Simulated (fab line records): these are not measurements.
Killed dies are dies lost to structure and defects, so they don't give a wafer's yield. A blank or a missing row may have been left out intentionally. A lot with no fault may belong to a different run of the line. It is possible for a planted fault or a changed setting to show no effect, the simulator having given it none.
fab line records / flow n5Finfet
record lots=13 wafers=35 lastDay=18
route steps=1938 shown TV_OPEN@1890 PASSIVATION@1910
lots that met no fault: taken from a fault-free run of the same line
startH: the number of hours between the record's first day and the start of the first shown wafer of the lot / waitH: how many hours have passed since the lot's step before this one / " repeats the value in the row above / L1.1+2: a row that stands for several wafers / - no value present, or no start provided / * or withheld: withheld / < > ~ a bound
route shown NAME@n: names a module that has steps shown in the file, with the first one's number in the route / usual: mean/standard deviation of fault-free wafers / same: alike in all rows / chamber/n: place in a boat / sites: each site's reading / _std_site: the standard deviation of these / _edge_site: the outer-site mean with the inner-site mean subtracted / radiusMm: how far each site lies from the wafer's centre / mask NAME#n: copy n / behind: the most recent tool/chamber to have shaped the wafer / hold: the reason the lot was held/the length of the hold in hours/how it ended / device: the n, p or np transistor that did not switch / end of line: tests run on the same wafers once the route is complete / for a step that has no rows: nothing shown but its recipe / killed: at the first sort, the dies lost to defects and structure; wafer yield is something else / map: per-die view of a wafer (x killed, . not killed, _ where there is no die)
set.NAME: setting as actually run; set.NAME@STEP: the setting as run at that earlier step / model.NAME: the simulator's own value behind a step, which no gauge read
the route's steps for a sample of lots (tables are steps, rows are wafers)
services: when a tool's chamber went out of use (startH, in hours from the record's first day, below 0 if earlier), for how many hours, and the reason
## steps
# step N5_PASSIVATION_ETCH_15
# recipe chemistry=CF4/N2 target=SiCN targetDepthA=750 taperDeg=2 timeS=81.2 ionEnergyEv=150 maskMaterial=SiNx pressureMtorr=40 sourceW=430 biasW=70 Ar_flow_sccm=100 cf4FlowSccm=60 n2FlowSccm=60
# usual drypumpMotorCurrentA=5.66/0.26 oesProductAu=0.80/0.095 rfVppV=382.7/1.9 showerheadPlenumPTorr=2.23/0.069 throttleValvePct=15.37/0.23
lot.wafer=L560.3 tool=rieDiel-05 chamber=3 startH=- waitH=- drypumpMotorCurrentA=6.31 oesProductAu=0.88 rfHoursCounterH=34 rfVppV=385.3 showerheadPlenumPTorr=2.34 throttleValvePct=15.46
lot.wafer=L560.4 tool=rieDiel-05 chamber=1 startH=- waitH=- drypumpMotorCurrentA=5.11 oesProductAu=0.82 rfHoursCounterH=71 rfVppV=383.1 showerheadPlenumPTorr=2.24 throttleValvePct=15.28
lot.wafer=L560.5 tool=rieDiel-05 chamber=0 startH=- waitH=- drypumpMotorCurrentA=5.34 oesProductAu=0.70 rfHoursCounterH=- rfVppV=383.8 showerheadPlenumPTorr=2.18 throttleValvePct=15.46
lot.wafer=L562.1 tool=rieDiel-02 chamber=0 startH=- waitH=- drypumpMotorCurrentA=5.32 oesProductAu=0.69 rfHoursCounterH=223 rfVppV=379.9 showerheadPlenumPTorr=2.09 throttleValvePct=15.66
lot.wafer=L562.2 tool=rieDiel-02 chamber=2 startH=- waitH=- drypumpMotorCurrentA=5.67 oesProductAu=0.88 rfHoursCounterH=28 rfVppV=383.7 showerheadPlenumPTorr=2.25 throttleValvePct=15.09
lot.wafer=L562.5 tool=rieDiel-02 chamber=3 startH=- waitH=- drypumpMotorCurrentA=5.48 oesProductAu=0.87 rfHoursCounterH=- rfVppV=381.7 showerheadPlenumPTorr=2.15 throttleValvePct=15.40
lot.wafer=L561.3 tool=rieDiel-04 chamber=2 startH=- waitH=- drypumpMotorCurrentA=5.73 oesProductAu=0.89 rfHoursCounterH=26 rfVppV=381.6 showerheadPlenumPTorr=2.17 throttleValvePct=15.10
lot.wafer=L561.4 tool=rieDiel-04 chamber=2 startH=- waitH=- drypumpMotorCurrentA=5.74 oesProductAu=0.88 rfHoursCounterH=- rfVppV=381.8 showerheadPlenumPTorr=2.17 throttleValvePct=15.13
lot.wafer=L561.6 tool=rieDiel-04 chamber=0 startH=- waitH=- drypumpMotorCurrentA=5.70 oesProductAu=0.67 rfHoursCounterH=- rfVppV=379.9 showerheadPlenumPTorr=2.18 throttleValvePct=15.84
lot.wafer=L563.1 tool=rieDiel-02 chamber=1 startH=- waitH=- drypumpMotorCurrentA=5.85 oesProductAu=0.88 rfHoursCounterH=19 rfVppV=384.5 showerheadPlenumPTorr=2.25 throttleValvePct=15.04
lot.wafer=L563.3 tool=rieDiel-02 chamber=0 startH=- waitH=- drypumpMotorCurrentA=5.29 oesProductAu=0.68 rfHoursCounterH=229 rfVppV=379.6 showerheadPlenumPTorr=2.09 throttleValvePct=15.66
lot.wafer=L563.6 tool=rieDiel-02 chamber=2 startH=- waitH=- drypumpMotorCurrentA=5.69 oesProductAu=0.89 rfHoursCounterH=- rfVppV=383.3 showerheadPlenumPTorr=2.25 throttleValvePct=15.12
lot.wafer=L570.2 tool=rieDiel-02 chamber=0 startH=- waitH=- drypumpMotorCurrentA=5.29 oesProductAu=0.68 rfHoursCounterH=240 rfVppV=379.7 showerheadPlenumPTorr=2.09 throttleValvePct=15.68
lot.wafer=L570.5 tool=rieDiel-02 chamber=2 startH=- waitH=- drypumpMotorCurrentA=5.68 oesProductAu=0.87 rfHoursCounterH=- rfVppV=383.5 showerheadPlenumPTorr=2.25 throttleValvePct=15.11
lot.wafer=L570.6 tool=rieDiel-02 chamber=1 startH=- waitH=- drypumpMotorCurrentA=5.83 oesProductAu=0.86 rfHoursCounterH=- rfVppV=385.0 showerheadPlenumPTorr=2.25 throttleValvePct=15.05
lot.wafer=L575.1 tool=rieDiel-02 chamber=1 startH=- waitH=- drypumpMotorCurrentA=5.83 oesProductAu=0.84 rfHoursCounterH=40 rfVppV=384.1 showerheadPlenumPTorr=2.25 throttleValvePct=15.07
lot.wafer=L575.3 tool=rieDiel-02 chamber=1 startH=- waitH=- drypumpMotorCurrentA=5.86 oesProductAu=0.85 rfHoursCounterH=- rfVppV=383.1 showerheadPlenumPTorr=2.25 throttleValvePct=15.07
lot.wafer=L575.5 tool=rieDiel-02 chamber=1 startH=- waitH=- drypumpMotorCurrentA=5.85 oesProductAu=0.85 rfHoursCounterH=- rfVppV=385.0 showerheadPlenumPTorr=2.25 throttleValvePct=15.07
lot.wafer=L574.2 tool=rieDiel-02 chamber=1 startH=- waitH=- drypumpMotorCurrentA=5.84 oesProductAu=0.85 rfHoursCounterH=41 rfVppV=383.0 showerheadPlenumPTorr=2.25 throttleValvePct=15.08
lot.wafer=L574.3 tool=rieDiel-02 chamber=2 startH=- waitH=- drypumpMotorCurrentA=5.67 oesProductAu=0.85 rfHoursCounterH=- rfVppV=383.7 showerheadPlenumPTorr=2.24 throttleValvePct=15.15
lot.wafer=L576.1 tool=rieDiel-04 chamber=2 startH=- waitH=- drypumpMotorCurrentA=5.72 oesProductAu=0.85 rfHoursCounterH=53 rfVppV=380.6 showerheadPlenumPTorr=2.16 throttleValvePct=15.17
lot.wafer=L576.2 tool=rieDiel-04 chamber=1 startH=- waitH=- drypumpMotorCurrentA=5.94 oesProductAu=0.66 rfHoursCounterH=236 rfVppV=383.0 showerheadPlenumPTorr=2.27 throttleValvePct=15.53
lot.wafer=L576.6 tool=rieDiel-04 chamber=1 startH=- waitH=- drypumpMotorCurrentA=5.94 oesProductAu=0.67 rfHoursCounterH=- rfVppV=384.2 showerheadPlenumPTorr=2.27 throttleValvePct=15.55
lot.wafer=L580.2 tool=rieDiel-05 chamber=3 startH=- waitH=- drypumpMotorCurrentA=6.30 oesProductAu=0.84 rfHoursCounterH=60 rfVppV=386.0 showerheadPlenumPTorr=2.33 throttleValvePct=15.51
lot.wafer=L580.4 tool=rieDiel-05 chamber=2 startH=- waitH=- drypumpMotorCurrentA=5.87 oesProductAu=0.70 rfHoursCounterH=211 rfVppV=383.0 showerheadPlenumPTorr=2.17 throttleValvePct=15.37
lot.wafer=L577.1 tool=rieDiel-04 chamber=2 startH=- waitH=- drypumpMotorCurrentA=5.74 oesProductAu=0.83 rfHoursCounterH=57 rfVppV=380.4 showerheadPlenumPTorr=2.16 throttleValvePct=15.19
lot.wafer=L577.5 tool=rieDiel-04 chamber=1 startH=- waitH=- drypumpMotorCurrentA=5.90 oesProductAu=0.66 rfHoursCounterH=- rfVppV=383.5 showerheadPlenumPTorr=2.27 throttleValvePct=15.57
lot.wafer=L579.2 tool=rieDiel-02 chamber=3 startH=- waitH=- drypumpMotorCurrentA=5.46 oesProductAu=0.81 rfHoursCounterH=64 rfVppV=382.4 showerheadPlenumPTorr=2.14 throttleValvePct=15.47
lot.wafer=L579.6 tool=rieDiel-02 chamber=1 startH=- waitH=- drypumpMotorCurrentA=5.85 oesProductAu=0.82 rfHoursCounterH=- rfVppV=382.0 showerheadPlenumPTorr=2.24 throttleValvePct=15.10
lot.wafer=L581.4 tool=rieDiel-04 chamber=1 startH=- waitH=- drypumpMotorCurrentA=5.92 oesProductAu=0.66 rfHoursCounterH=- rfVppV=382.7 showerheadPlenumPTorr=2.27 throttleValvePct=15.58
lot.wafer=L581.5 tool=rieDiel-04 chamber=2 startH=- waitH=- drypumpMotorCurrentA=5.77 oesProductAu=0.83 rfHoursCounterH=- rfVppV=381.9 showerheadPlenumPTorr=2.16 throttleValvePct=15.19
lot.wafer=L581.6 tool=rieDiel-04 chamber=3 startH=- waitH=- drypumpMotorCurrentA=5.47 oesProductAu=0.90 rfHoursCounterH=- rfVppV=385.3 showerheadPlenumPTorr=2.33 throttleValvePct=15.45
lot.wafer=L582.1 tool=rieDiel-02 chamber=1 startH=- waitH=- drypumpMotorCurrentA=5.85 oesProductAu=0.82 rfHoursCounterH=58 rfVppV=384.6 showerheadPlenumPTorr=2.24 throttleValvePct=15.11
lot.wafer=L582.3 tool=rieDiel-02 chamber=2 startH=- waitH=- drypumpMotorCurrentA=5.67 oesProductAu=0.84 rfHoursCounterH=66 rfVppV=382.0 showerheadPlenumPTorr=2.24 throttleValvePct=15.18
lot.wafer=L582.5 tool=rieDiel-02 chamber=1 startH=- waitH=- drypumpMotorCurrentA=5.83 oesProductAu=0.82 rfHoursCounterH=- rfVppV=381.8 showerheadPlenumPTorr=2.24 throttleValvePct=15.09
# step N5_PASSIVATION_STRIP_73
# recipe chemistry=postEtchResidueRemover timeS=60 tempC=25 removerPh=withheld removerWaterWtPct=withheld removerFluorideWtPct=withheld
lot.wafer=L560.3+4+5 tool=wetBench-02 chamber=1,4,2 startH=308.60 waitH=-
lot.wafer=L562.1+2+5 tool=wetBench-02 chamber=7,1,0 startH=312.81 waitH=-
lot.wafer=L561.3+4+6 tool=wetBench-01 chamber=4,0,5 startH=312.82 waitH=-
lot.wafer=L563.1+3+6 tool=wetBench-01 chamber=3,7,4 startH=327.21 waitH=-
lot.wafer=L570.2+5+6 tool=wetBench-06 chamber=6,4,2 startH=348.33 waitH=-
lot.wafer=L575.1+3+5 tool=wetBench-06 chamber=1,3,2 startH=383.05 waitH=-
lot.wafer=L574.2+3 tool=wetBench-02 chamber=7,2 startH=385.94 waitH=-
lot.wafer=L576.1+2+6 tool=wetBench-02 chamber=3,4,6 startH=390.53 waitH=-
lot.wafer=L580.2+4 tool=wetBench-01 chamber=7,0 startH=402.76 waitH=-
lot.wafer=L577.1+5 tool=wetBench-02 chamber=2,0 startH=402.81 waitH=-
lot.wafer=L579.2+6 tool=wetBench-02 chamber=5,0 startH=406.10 waitH=-
lot.wafer=L581.4+5+6 tool=wetBench-01 chamber=5,3,4 startH=415.21 waitH=-
lot.wafer=L582.1+3+5 tool=wetBench-01 chamber=1,7,6 startH=428.07 waitH=-
# step N5_PASSIVATION_ETCH_59
# recipe chemistry=Cl2/BCl3 target=TaN targetDepthA=650 timeS=34.9 ionEnergyEv=100 pressureMtorr=10 icpW=900 biasW=100 Cl2_flow_sccm=60 bcl3FlowSccm=30
# usual drypumpMotorCurrentA=5.8/0.43 oesProductAu=0.81/0.063 throttleValvePct=21.14/0.22
lot.wafer=L560.3 tool=rieMetal-02 chamber=0 startH=310.82 waitH=0.2 drypumpMotorCurrentA=5.1 oesProductAu=0.83 rfHoursCounterH=- throttleValvePct=21.27
lot.wafer=L560.4 tool=rieMetal-02 chamber=1 startH=310.82 waitH=0.2 drypumpMotorCurrentA=6.4 oesProductAu=0.86 rfHoursCounterH=- throttleValvePct=21.16
lot.wafer=L560.5 tool=rieMetal-02 chamber=1 startH=310.82 waitH=0.2 drypumpMotorCurrentA=6.4 oesProductAu=0.86 rfHoursCounterH=- throttleValvePct=21.15
lot.wafer=L562.1 tool=rieMetal-03 chamber=0 startH=314.92 waitH=0.3 drypumpMotorCurrentA=5.7 oesProductAu=0.87 rfHoursCounterH=16 throttleValvePct=21.00
lot.wafer=L562.2 tool=rieMetal-03 chamber=1 startH=314.92 waitH=0.3 drypumpMotorCurrentA=5.8 oesProductAu=0.87 rfHoursCounterH=17 throttleValvePct=20.90
lot.wafer=L562.5 tool=rieMetal-03 chamber=1 startH=314.92 waitH=0.3 drypumpMotorCurrentA=5.8 oesProductAu=0.86 rfHoursCounterH=- throttleValvePct=20.93
lot.wafer=L561.3 tool=rieMetal-02 chamber=1 startH=315.20 waitH=0.2 drypumpMotorCurrentA=6.4 oesProductAu=0.86 rfHoursCounterH=- throttleValvePct=21.14
lot.wafer=L561.4 tool=rieMetal-02 chamber=0 startH=315.20 waitH=0.2 drypumpMotorCurrentA=5.1 oesProductAu=0.84 rfHoursCounterH=- throttleValvePct=21.28
lot.wafer=L561.6 tool=rieMetal-02 chamber=0 startH=315.20 waitH=0.2 drypumpMotorCurrentA=5.1 oesProductAu=0.83 rfHoursCounterH=- throttleValvePct=21.27
lot.wafer=L563.1 tool=rieMetal-03 chamber=1 startH=328.51 waitH=0.3 drypumpMotorCurrentA=5.8 oesProductAu=0.87 rfHoursCounterH=18 throttleValvePct=20.90
lot.wafer=L563.3 tool=rieMetal-03 chamber=0 startH=328.51 waitH=0.3 drypumpMotorCurrentA=5.7 oesProductAu=0.88 rfHoursCounterH=- throttleValvePct=20.99
lot.wafer=L563.6 tool=rieMetal-03 chamber=0 startH=328.51 waitH=0.3 drypumpMotorCurrentA=5.7 oesProductAu=0.86 rfHoursCounterH=- throttleValvePct=21.00
lot.wafer=L570.2 tool=rieMetal-02 chamber=1 startH=351.40 waitH=0.3 drypumpMotorCurrentA=6.4 oesProductAu=0.84 rfHoursCounterH=26 throttleValvePct=21.14
lot.wafer=L570.5 tool=rieMetal-02 chamber=1 startH=351.40 waitH=0.3 drypumpMotorCurrentA=6.4 oesProductAu=0.86 rfHoursCounterH=- throttleValvePct=21.14
lot.wafer=L570.6 tool=rieMetal-02 chamber=0 startH=351.40 waitH=0.3 drypumpMotorCurrentA=5.1 oesProductAu=0.81 rfHoursCounterH=- throttleValvePct=21.28
lot.wafer=L575.1 tool=rieMetal-03 chamber=1 startH=384.86 waitH=0.3 drypumpMotorCurrentA=5.8 oesProductAu=0.85 rfHoursCounterH=24 throttleValvePct=20.92
lot.wafer=L575.3 tool=rieMetal-03 chamber=0 startH=384.86 waitH=0.3 drypumpMotorCurrentA=5.7 oesProductAu=0.86 rfHoursCounterH=- throttleValvePct=20.97
lot.wafer=L575.5 tool=rieMetal-03 chamber=1 startH=384.86 waitH=0.3 drypumpMotorCurrentA=5.8 oesProductAu=0.85 rfHoursCounterH=- throttleValvePct=20.90
lot.wafer=L574.2 tool=rieMetal-02 chamber=1 startH=388.55 waitH=0.6 drypumpMotorCurrentA=6.4 oesProductAu=0.83 rfHoursCounterH=- throttleValvePct=21.17
lot.wafer=L574.3 tool=rieMetal-02 chamber=1 startH=388.55 waitH=0.6 drypumpMotorCurrentA=6.4 oesProductAu=0.83 rfHoursCounterH=- throttleValvePct=21.15
lot.wafer=L576.1 tool=rieMetal-01 chamber=0 startH=392.14 waitH=0.3 drypumpMotorCurrentA=5.7 oesProductAu=0.71 rfHoursCounterH=73 throttleValvePct=21.11
lot.wafer=L576.2 tool=rieMetal-01 chamber=1 startH=392.14 waitH=0.3 drypumpMotorCurrentA=6.2 oesProductAu=0.68 rfHoursCounterH=84 throttleValvePct=21.65
lot.wafer=L576.6 tool=rieMetal-01 chamber=0 startH=392.14 waitH=0.3 drypumpMotorCurrentA=5.7 oesProductAu=0.72 rfHoursCounterH=- throttleValvePct=21.12
lot.wafer=L580.2 tool=rieMetal-02 chamber=0 startH=404.16 waitH=0.3 drypumpMotorCurrentA=5.1 oesProductAu=0.81 rfHoursCounterH=27 throttleValvePct=21.29
lot.wafer=L580.4 tool=rieMetal-02 chamber=1 startH=404.16 waitH=0.3 drypumpMotorCurrentA=6.4 oesProductAu=0.83 rfHoursCounterH=- throttleValvePct=21.15
lot.wafer=L577.1 tool=rieMetal-03 chamber=0 startH=405.36 waitH=0.3 drypumpMotorCurrentA=5.7 oesProductAu=0.84 rfHoursCounterH=25 throttleValvePct=21.00
lot.wafer=L577.5 tool=rieMetal-03 chamber=1 startH=405.36 waitH=0.3 drypumpMotorCurrentA=5.8 oesProductAu=0.84 rfHoursCounterH=- throttleValvePct=20.91
lot.wafer=L579.2 tool=rieMetal-03 chamber=0 startH=410.33 waitH=0.3 drypumpMotorCurrentA=5.7 oesProductAu=0.84 rfHoursCounterH=26 throttleValvePct=21.01
lot.wafer=L579.6 tool=rieMetal-03 chamber=1 startH=410.33 waitH=0.3 drypumpMotorCurrentA=5.8 oesProductAu=0.84 rfHoursCounterH=- throttleValvePct=20.91
lot.wafer=L581.4 tool=rieMetal-02 chamber=1 startH=417.37 waitH=0.2 drypumpMotorCurrentA=6.4 oesProductAu=0.81 rfHoursCounterH=- throttleValvePct=21.17
lot.wafer=L581.5 tool=rieMetal-02 chamber=1 startH=417.37 waitH=0.2 drypumpMotorCurrentA=6.4 oesProductAu=0.82 rfHoursCounterH=- throttleValvePct=21.16
lot.wafer=L581.6 tool=rieMetal-02 chamber=0 startH=417.37 waitH=0.2 drypumpMotorCurrentA=5.1 oesProductAu=0.81 rfHoursCounterH=- throttleValvePct=21.28
lot.wafer=L582.1 tool=rieMetal-01 chamber=1 startH=430.83 waitH=0.3 drypumpMotorCurrentA=6.2 oesProductAu=0.67 rfHoursCounterH=87 throttleValvePct=21.63
lot.wafer=L582.3 tool=rieMetal-01 chamber=1 startH=430.83 waitH=0.3 drypumpMotorCurrentA=6.2 oesProductAu=0.67 rfHoursCounterH=- throttleValvePct=21.62
lot.wafer=L582.5 tool=rieMetal-01 chamber=0 startH=430.83 waitH=0.3 drypumpMotorCurrentA=5.7 oesProductAu=0.71 rfHoursCounterH=- throttleValvePct=21.14
# step N5_PASSIVATION_PROBE_49
# usual defectLimitedYield=91.2/1.6 killed_at_M0_to_M3=35/11 killed_at_M4_up=14/5.4 killedAtContacts=13/6 killedAtFrontEnd=38/11 killedAtOther=3.4/2.6 killedDies=104/19 killedOnRim=13/3.9 killedOpen=68/13 killedShort=34/8.5 sort_bin_5_function=5.1/1 sort_bin_6_memory=3.3/0.72 sort_bin_8_speed=0.1/0.9 sortNPass=1075/22 sortYieldPct=91.1/1.9
# same grossDies=1180 killedAtBackSide=0 sort_bin_4_leakage[%]=0
lot.wafer=L570.2 tool=prober-02 chamber=- startH=355.92 waitH=0.1 defectLimitedYield[%]=82.4 killed_at_M0_to_M3=28 killed_at_M4_up=9 killedAtContacts=11 killedAtFrontEnd=36 killedAtOther=124 killedDies=208 killedOnRim=31 killedOpen=65 killedShort=21 sort_bin_5_function[%]=10.2 sort_bin_6_memory[%]=4.0 sort_bin_8_speed[%]=0 sortNPass=972 sortYieldPct[%]=82.4
lot.wafer=L570.5 tool=prober-02 chamber=- startH=356.07 waitH=0.2 defectLimitedYield[%]=89.7 killed_at_M0_to_M3=44 killed_at_M4_up=21 killedAtContacts=7 killedAtFrontEnd=44 killedAtOther=5 killedDies=121 killedOnRim=11 killedOpen=82 killedShort=39 sort_bin_5_function[%]=6.4 sort_bin_6_memory[%]=3.6 sort_bin_8_speed[%]=0.1 sortNPass=1058 sortYieldPct[%]=89.7
lot.wafer=L570.6 tool=prober-02 chamber=- startH=356.12 waitH=0.3 defectLimitedYield[%]=87.6 killed_at_M0_to_M3=57 killed_at_M4_up=23 killedAtContacts=12 killedAtFrontEnd=50 killedAtOther=4 killedDies=146 killedOnRim=20 killedOpen=95 killedShort=49 sort_bin_5_function[%]=7.0 sort_bin_6_memory[%]=4.9 sort_bin_8_speed[%]=0 sortNPass=1034 sortYieldPct[%]=87.6
# killed by level:class
L570.2 TV_OPEN:unspecified=121 BEOL_M0_SAQP:geometricParticle:open=11 MOL_CONTACT_COAG:geometricParticle:open=9 DUMMY_GATE:geometricParticle:open=7 STI_FIN_REVEAL:geometricParticle:open=5 STARTING-WAFER:geometricParticle:short=5 FIN_SAQP:geometricParticle:open=4 GATE_CUT:geometricParticle:short=4
L570.5 FIN_SAQP:geometricParticle:open=15 STI_FIN_REVEAL:geometricParticle:open=10 FIN_SAQP:geometricParticle:short=9 BEOL_M0_SAQP:geometricParticle:open=9 BEOL_M2:geometricParticle:open=8 BEOL_M0_SAQP:geometricParticle:short=7 BEOL_M4:geometricParticle:open=7 MOL_CONTACT_COAG:geometricParticle:open=6
L570.6 FIN_SAQP:geometricParticle:open=12 BEOL_M0_SAQP:geometricParticle:short=11 MOL_CONTACT_COAG:geometricParticle:open=10 BEOL_M2:geometricParticle:open=9 FIN_SAQP:geometricParticle:short=8 BEOL_M0_SAQP:geometricParticle:open=8 BEOL_M1:geometricParticle:open=8 BEOL_M5:geometricParticle:open=8
## services
tool=rieDiel-04 chamber=3 startH=301.26 hours=- kind=clean
tool=rieDiel-04 chamber=3 startH=301.26 hours=- kind=consumableReplace:focusRing
tool=rieDiel-04 chamber=3 startH=301.26 hours=- kind=consumableReplace:showerhead
tool=rieDiel-04 chamber=3 startH=301.26 hours=23.8 kind=scheduledDown
tool=rieDiel-04 chamber=3 startH=301.26 hours=23.8 kind=ventCycle
tool=rieDiel-02 chamber=1 startH=307.24 hours=11.4 kind=repair
tool=rieDiel-05 chamber=- startH=330.98 hours=14.6 kind=pm
tool=rieMetal-01 chamber=1 startH=350.01 hours=16.2 kind=repair
tool=rieMetal-02 chamber=0 startH=374.62 hours=25.2 kind=repair
tool=wetBench-02 chamber=- startH=375.27 hours=2.5 kind=repair
tool=rieDiel-02 chamber=0 startH=377.97 hours=- kind=clean
tool=rieDiel-02 chamber=0 startH=377.97 hours=- kind=consumableReplace:focusRing
tool=rieDiel-02 chamber=0 startH=377.97 hours=- kind=consumableReplace:showerhead
tool=rieDiel-02 chamber=0 startH=377.97 hours=28.3 kind=scheduledDown
tool=rieDiel-02 chamber=0 startH=377.97 hours=28.3 kind=ventCycle
tool=rieDiel-05 chamber=- startH=379.52 hours=0.5 kind=repair
tool=rieDiel-02 chamber=3 startH=381.15 hours=5.7 kind=repair
tool=rieDiel-04 chamber=0 startH=389.62 hours=- kind=clean
tool=rieDiel-04 chamber=0 startH=389.62 hours=- kind=consumableReplace:focusRing
tool=rieDiel-04 chamber=0 startH=389.62 hours=32.8 kind=scheduledDown
tool=rieDiel-04 chamber=0 startH=389.62 hours=32.8 kind=ventCycle
tool=rieDiel-02 chamber=2 startH=400.52 hours=7.9 kind=repair
tool=rieDiel-04 chamber=1 startH=426.45 hours=- kind=clean
tool=rieDiel-04 chamber=1 startH=426.45 hours=- kind=consumableReplace:focusRing
## key
firstSign step=N5_PASSIVATION_PROBE_49 reading=killedAtOther direction=up sigmas=47 usual=3.4 struck=124
effect step=N5_PASSIVATION_PROBE_49 reading=killedDies direction=up sigmas=5.5 usual=104 struck=208
moreKillsBornAt N5_PASSIVATION_STRIP_73@wetBench-06=121
metAt N5_PASSIVATION_STRIP_73
struckLots L570
struckWafers L570.2
notActingAt N5_PASSIVATION_ETCH_15,N5_PASSIVATION_ETCH_59
fault kind=chamberParticleSource tool=wetBench-06 chamber=6 onsetH=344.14 steps=N5_PASSIVATION_STRIP_73 ratePerVisitCm2=1.7741 endH=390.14
